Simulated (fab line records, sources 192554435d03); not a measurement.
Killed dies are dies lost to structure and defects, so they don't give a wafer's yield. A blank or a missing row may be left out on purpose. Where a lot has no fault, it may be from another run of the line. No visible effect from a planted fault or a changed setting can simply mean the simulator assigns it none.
8D (eight disciplines) problem report, filled in by code :: flow n5Finfet :: the parts of the form that need people (team, actions taken, sign-off) are left out

1. THE ISSUE
On 2 wafers of 1 lot, runLengthS at N5_FIN_CUT_ETCH_21 has a mean of 491.6 s; fault-free wafers read 546.8 s, standard deviation 0.38. So: -99 or more standard deviations from the usual mean.
The step: etches SOC in N2/H2, target depth 219 nm, overetch 43.8 nm, time 523.5 s.
First observed at day 6 05:59: wafer L547.2, on rieDiel-06. The record holds 26 wafers of 9 lots with a number at this step. The rule behind "out" and "out of limits": a value lying over 4 standard deviations away from the usual mean. The other wafers with a number count as sound.

2. WHAT IT IS AND WHAT IT IS NOT
question: which readings at this step
is: runLengthS
is not: chamberPressureMTorr, drypumpMotorCurrentA, rfVppV, showerheadPlenumPTorr, throttleValvePct

question: which lots
is: L547
is not: L531, L533, L534, L538, L541, L550, L553, L554

question: which wafers of those lots
is: all that have a number
is not: -

question: read on which tools
is: rieDiel-06
is not: rieDiel-02, rieDiel-03

question: when
is: from day 6 05:59
is not: up to then (15 sound wafers); but 9 sound wafers of L550, L553, L554 came after

3. SUSPECTS, AND WHAT RULES EACH OUT
Counting: any tool at a process step up to the reading is kept as a suspect provided that every lot that is out went through it and no sound lot did after the first of them.
- cdSem-02 at N5_FIN_SAQP_HM_CD_35 (target cd 8 nm): kept. It ran the lot that is out, L547 (day 6 04:22), and no sound lot after that; its last sound lot up to then is L538 (day 3 20:19).
- rieDiel-06 at N5_FIN_CUT_ETCH_20 (etches SiARC in CF4, target depth 26 nm, time 43.3 s): kept. It ran the lot that is out, L547 (day 6 05:57), and no sound lot after that; its last sound lot up to then is L541 (day 4 16:22).
- rieDiel-06 at N5_FIN_CUT_ETCH_21 (etches SOC in N2/H2, target depth 219 nm, overetch 43.8 nm, time 523.5 s): kept. It ran the lot that is out, L547 (day 6 05:59), and no sound lot after that; its last sound lot up to then is L541 (day 4 16:24). Its own runLengthS readings are out on those wafers.
The count leaves cdSem-02 at N5_FIN_SAQP_HM_CD_35, rieDiel-06 at N5_FIN_CUT_ETCH_20, and rieDiel-06 at N5_FIN_CUT_ETCH_21.

4. THE CAUSE (what the simulator had put in)
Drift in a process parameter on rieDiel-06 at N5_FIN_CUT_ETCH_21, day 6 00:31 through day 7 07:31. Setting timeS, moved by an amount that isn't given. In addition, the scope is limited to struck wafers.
Counting left 3 suspects, and this tool is among them.

5. THE CHAIN OF EFFECTS, in route order
Each row: a reading where the mean over the struck wafers with a number is more than 3 standard deviations away from the usual. Only readings whose record carries a usual standard deviation are examined. hours: median over the lots of the time between each lot's start at the first step of this table that gives one and its start at this step. sigmas: the change, counted in usual standard deviations.
hours: 0
step: N5_FIN_CUT_ETCH_21
reading: runLengthS
usual: 546.8 s
on struck wafers: 491.6
change: -55.1
sigmas: -99 or more

hours: 233
step: N5_PASSIVATION_PROBE_49
reading: killedAtFrontEnd
usual: 39
on struck wafers: 76
change: +38
sigmas: +3.4

hours: 233
step: N5_PASSIVATION_PROBE_49
reading: sort_bin_5_function
usual: 5.1 %
on struck wafers: 8.8
change: +3.8
sigmas: +3.8
Here are the process steps it includes:
- N5_FIN_CUT_ETCH_21: etches SOC in N2/H2, target depth 219 nm, overetch 43.8 nm, time 523.5 s.
- N5_PASSIVATION_PROBE_49
Readings that are blank on the struck wafers while sound wafers have them: rfFwdPowerW at N5_FIN_CUT_ETCH_21.
Later measuring or inspecting steps at which every struck wafer that the step has a row for has a number for every such reading, and none has moved that far: N5_BEOL_M4_RC_MEAS_101.

6. WHAT WOULD HAVE CAUGHT IT SOONER
5 hours passed between the start of the fault at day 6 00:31 and the first reading out of limits in this record, taken at day 6 05:59.
